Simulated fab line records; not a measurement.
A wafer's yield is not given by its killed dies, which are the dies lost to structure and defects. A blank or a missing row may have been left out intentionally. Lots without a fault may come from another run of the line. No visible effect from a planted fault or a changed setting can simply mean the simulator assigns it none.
Split-lot study / flow n5 finfet / route with 1938 steps; 7 lots, 39 wafers read

## ON THE SPLIT
At N5_BEOL_M12_ETCH_59 (etches BARC in N2/H2, target depth 89 nm, overetch 26.7 nm, time 67.9 s), the setting target depth a was moved away from the recipe's 890 angstrom on 15 of the 39 wafers read, by -35.9% to +47.1%. For the rest of the wafers, this setting stayed at what the recipe calls for.

Split to reading: the file shows no intervening step.

## THE READING
coat_of_BEOL_M12_COAT_04.thk nm (the simulator's own value, which no gauge read), in nm, at N5_BEOL_M12_VIA_ETCH_16 (etches SiOC in C4F8/O2/Ar, target depth 724.8 nm). The file does not state a usual value for it. Across the 24 wafers here that went through the recipe, the average is 123.1 nm and the standard deviation 3.4 nm.

wafer=L074.1; tool, chamber at the split=rie diel-06, 3; target depth a as run, angstrom=890; against the recipe=recipe; coat_of_BEOL_M12_COAT_04.thk nm, nm=125.6; against lot-mates on the recipe=-
wafer=L074.2; tool, chamber at the split=rie diel-06, 0; target depth a as run, angstrom=890; against the recipe=recipe; coat_of_BEOL_M12_COAT_04.thk nm, nm=125.8; against lot-mates on the recipe=-
wafer=L074.3; tool, chamber at the split=rie diel-06, 2; target depth a as run, angstrom=623.1; against the recipe=-30.0%; coat_of_BEOL_M12_COAT_04.thk nm, nm=131.6; against lot-mates on the recipe=+7.2
wafer=L074.4; tool, chamber at the split=rie diel-06, 2; target depth a as run, angstrom=623.1; against the recipe=-30.0%; coat_of_BEOL_M12_COAT_04.thk nm, nm=129.8; against lot-mates on the recipe=+5.4
wafer=L074.5; tool, chamber at the split=rie diel-06, 3; target depth a as run, angstrom=890; against the recipe=recipe; coat_of_BEOL_M12_COAT_04.thk nm, nm=121.8; against lot-mates on the recipe=-
wafer=L074.6; tool, chamber at the split=rie diel-06, 0; target depth a as run, angstrom=623.1; against the recipe=-30.0%; coat_of_BEOL_M12_COAT_04.thk nm, nm=140.2; against lot-mates on the recipe=+15.8
wafer=L077.1; tool, chamber at the split=rie diel-04, 2; target depth a as run, angstrom=890; against the recipe=recipe; coat_of_BEOL_M12_COAT_04.thk nm, nm=119.6; against lot-mates on the recipe=-
wafer=L077.2; tool, chamber at the split=rie diel-04, 1; target depth a as run, angstrom=890; against the recipe=recipe; coat_of_BEOL_M12_COAT_04.thk nm, nm=128; against lot-mates on the recipe=-
wafer=L077.3; tool, chamber at the split=rie diel-04, 3; target depth a as run, angstrom=890; against the recipe=recipe; coat_of_BEOL_M12_COAT_04.thk nm, nm=125.8; against lot-mates on the recipe=-
wafer=L077.4; tool, chamber at the split=rie diel-04, 0; target depth a as run, angstrom=890; against the recipe=recipe; coat_of_BEOL_M12_COAT_04.thk nm, nm=117.4; against lot-mates on the recipe=-
wafer=L077.5; tool, chamber at the split=rie diel-04, 0; target depth a as run, angstrom=890; against the recipe=recipe; coat_of_BEOL_M12_COAT_04.thk nm, nm=122.4; against lot-mates on the recipe=-
wafer=L077.6; tool, chamber at the split=rie diel-04, 1; target depth a as run, angstrom=890; against the recipe=recipe; coat_of_BEOL_M12_COAT_04.thk nm, nm=123.2; against lot-mates on the recipe=-
wafer=L083.1; tool, chamber at the split=rie diel-01, 1; target depth a as run, angstrom=570.1; against the recipe=-35.9%; coat_of_BEOL_M12_COAT_04.thk nm, nm=144; against lot-mates on the recipe=+20.6
wafer=L083.2; tool, chamber at the split=rie diel-01, 0; target depth a as run, angstrom=570.1; against the recipe=-35.9%; coat_of_BEOL_M12_COAT_04.thk nm, nm=137.6; against lot-mates on the recipe=+14.2
wafer=L083.3; tool, chamber at the split=rie diel-01, 3; target depth a as run, angstrom=890; against the recipe=recipe; coat_of_BEOL_M12_COAT_04.thk nm, nm=125.6; against lot-mates on the recipe=-
wafer=L083.4; tool, chamber at the split=rie diel-01, 2; target depth a as run, angstrom=890; against the recipe=recipe; coat_of_BEOL_M12_COAT_04.thk nm, nm=124.2; against lot-mates on the recipe=-
wafer=L083.5; tool, chamber at the split=rie diel-01, 2; target depth a as run, angstrom=570.1; against the recipe=-35.9%; coat_of_BEOL_M12_COAT_04.thk nm, nm=143.6; against lot-mates on the recipe=+20.2
wafer=L083.6; tool, chamber at the split=rie diel-01, 3; target depth a as run, angstrom=890; against the recipe=recipe; coat_of_BEOL_M12_COAT_04.thk nm, nm=120.4; against lot-mates on the recipe=-
wafer=L091.1; tool, chamber at the split=rie diel-06, 3; target depth a as run, angstrom=890; against the recipe=recipe; coat_of_BEOL_M12_COAT_04.thk nm, nm=125.2; against lot-mates on the recipe=-
wafer=L091.2; tool, chamber at the split=rie diel-06, 1; target depth a as run, angstrom=1309; against the recipe=+47.1%; coat_of_BEOL_M12_COAT_04.thk nm, nm=99.2; against lot-mates on the recipe=-23.6
wafer=L091.3; tool, chamber at the split=rie diel-06, 0; target depth a as run, angstrom=890; against the recipe=recipe; coat_of_BEOL_M12_COAT_04.thk nm, nm=127.4; against lot-mates on the recipe=-
wafer=L091.4; tool, chamber at the split=rie diel-06, 2; target depth a as run, angstrom=1309; against the recipe=+47.1%; coat_of_BEOL_M12_COAT_04.thk nm, nm=94.6; against lot-mates on the recipe=-28.2
wafer=L091.5; tool, chamber at the split=rie diel-06, 3; target depth a as run, angstrom=1309; against the recipe=+47.1%; coat_of_BEOL_M12_COAT_04.thk nm, nm=102.4; against lot-mates on the recipe=-20.4
wafer=L091.6; tool, chamber at the split=rie diel-06, 2; target depth a as run, angstrom=890; against the recipe=recipe; coat_of_BEOL_M12_COAT_04.thk nm, nm=115.8; against lot-mates on the recipe=-
wafer=L094.1; tool, chamber at the split=rie diel-04, 3; target depth a as run, angstrom=890; against the recipe=recipe; coat_of_BEOL_M12_COAT_04.thk nm, nm=126.2; against lot-mates on the recipe=-
wafer=L094.2; tool, chamber at the split=rie diel-04, 0; target depth a as run, angstrom=744.8; against the recipe=-16.3%; coat_of_BEOL_M12_COAT_04.thk nm, nm=134; against lot-mates on the recipe=+10.7
wafer=L094.3; tool, chamber at the split=rie diel-04, 1; target depth a as run, angstrom=744.8; against the recipe=-16.3%; coat_of_BEOL_M12_COAT_04.thk nm, nm=137; against lot-mates on the recipe=+13.7
wafer=L094.4; tool, chamber at the split=rie diel-04, 0; target depth a as run, angstrom=890; against the recipe=recipe; coat_of_BEOL_M12_COAT_04.thk nm, nm=121.4; against lot-mates on the recipe=-
wafer=L094.5; tool, chamber at the split=rie diel-04, 3; target depth a as run, angstrom=890; against the recipe=recipe; coat_of_BEOL_M12_COAT_04.thk nm, nm=122.2; against lot-mates on the recipe=-
wafer=L094.6; tool, chamber at the split=rie diel-04, 1; target depth a as run, angstrom=744.8; against the recipe=-16.3%; coat_of_BEOL_M12_COAT_04.thk nm, nm=132.2; against lot-mates on the recipe=+8.9
wafer=L093.3; tool, chamber at the split=rie diel-04, 1; target depth a as run, angstrom=890; against the recipe=recipe; coat_of_BEOL_M12_COAT_04.thk nm, nm=125.8; against lot-mates on the recipe=-
wafer=L093.4; tool, chamber at the split=rie diel-04, 1; target depth a as run, angstrom=890; against the recipe=recipe; coat_of_BEOL_M12_COAT_04.thk nm, nm=126; against lot-mates on the recipe=-
wafer=L093.5; tool, chamber at the split=rie diel-04, 0; target depth a as run, angstrom=890; against the recipe=recipe; coat_of_BEOL_M12_COAT_04.thk nm, nm=125.6; against lot-mates on the recipe=-
wafer=L096.1; tool, chamber at the split=rie diel-04, 0; target depth a as run, angstrom=721.1; against the recipe=-19.0%; coat_of_BEOL_M12_COAT_04.thk nm, nm=129.8; against lot-mates on the recipe=+10.1
wafer=L096.2; tool, chamber at the split=rie diel-04, 1; target depth a as run, angstrom=890; against the recipe=recipe; coat_of_BEOL_M12_COAT_04.thk nm, nm=123.8; against lot-mates on the recipe=-
wafer=L096.3; tool, chamber at the split=rie diel-04, 3; target depth a as run, angstrom=721.1; against the recipe=-19.0%; coat_of_BEOL_M12_COAT_04.thk nm, nm=132.4; against lot-mates on the recipe=+12.7
wafer=L096.4; tool, chamber at the split=rie diel-04, 2; target depth a as run, angstrom=890; against the recipe=recipe; coat_of_BEOL_M12_COAT_04.thk nm, nm=116.2; against lot-mates on the recipe=-
wafer=L096.5; tool, chamber at the split=rie diel-04, 0; target depth a as run, angstrom=890; against the recipe=recipe; coat_of_BEOL_M12_COAT_04.thk nm, nm=119; against lot-mates on the recipe=-
wafer=L096.6; tool, chamber at the split=rie diel-04, 1; target depth a as run, angstrom=721.1; against the recipe=-19.0%; coat_of_BEOL_M12_COAT_04.thk nm, nm=131.4; against lot-mates on the recipe=+11.7

THE FIT
A straight line over all 39 wafers: coat_of_BEOL_M12_COAT_04.thk nm changes by -0.494 nm for each +1% of target depth a; r = -0.94; the points scatter about the line by 3.7 nm.
The same after taking each lot's own level away (the mean of its wafers on the recipe; 39 wafers): -0.492 nm for each +1%; r = -0.94; scatter 3.6 nm.
The reading moves by 23 nm for the largest change in target depth a, on that fit.
The lots' own levels span 119.67 to 125.80 nm, that is 1.8 times the standard deviation above.
Consequently the slope shifts little with the lot-to-lot level, the two slopes agreeing.
Check: -23.1 nm against its lot-mates is what the line predicts for one of the wafers moved furthest among these (+47.1%) when that wafer is left out of the fit. It came out at -23.6 nm against them.

## THE OTHER SPLITS THESE WAFERS WENT THROUGH
These wafers also went through other splits before the reading. Each is held against what the fit with the lots' levels taken away leaves over:
other split on the same wafers=N5_SD_EPI_N_DEVELOP_08 develop time s; wafers away from the commonest value=6; r with coat_of_BEOL_M12_COAT_04.thk nm (lot level and that fit taken away)=+0.00
other split on the same wafers=N5_MOL_CONTACT_COAG_ALD_27 ald cycles; wafers away from the commonest value=12; r with coat_of_BEOL_M12_COAT_04.thk nm (lot level and that fit taken away)=+0.01
other split on the same wafers=N5_BEOL_M7_SPUTTER_48 target thk a; wafers away from the commonest value=9; r with coat_of_BEOL_M12_COAT_04.thk nm (lot level and that fit taken away)=+0.17
other split on the same wafers=N5_BEOL_M9_DESCUM_16 time s; wafers away from the commonest value=15; r with coat_of_BEOL_M12_COAT_04.thk nm (lot level and that fit taken away)=-0.10

## THE WHOLE CHAIN: every reading that the file lists as answering this split, in the file's order
step=N5_BEOL_M12_ETCH_59; what it does=etches BARC in N2/H2, target depth 89 nm, overetch 26.7 nm, time 67.9 s; reading=coat_of_BEOL_M12_COAT_04.thk nm (the simulator's own value, which no gauge read); change (the file's fit)=-0.508 nm for each +1% of the setting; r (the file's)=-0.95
step=N5_BEOL_M12_VIA_ETCH_16; what it does=etches SiOC in C4F8/O2/Ar, target depth 724.8 nm; reading=coat_of_BEOL_M12_COAT_04.thk nm (the simulator's own value, which no gauge read); change (the file's fit)=-0.492 nm for each +1% of the setting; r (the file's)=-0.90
step=N5_BEOL_M12_STRIP_63; what it does=strips in N2/H2; reading=strip time to endpoint s; change (the file's fit)=withheld for each +1% of the setting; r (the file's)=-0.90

## THE FILE'S OWN FIT
coat_of_BEOL_M12_COAT_04.thk nm changes by -0.492 nm for each +1% of target depth a, r = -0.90.
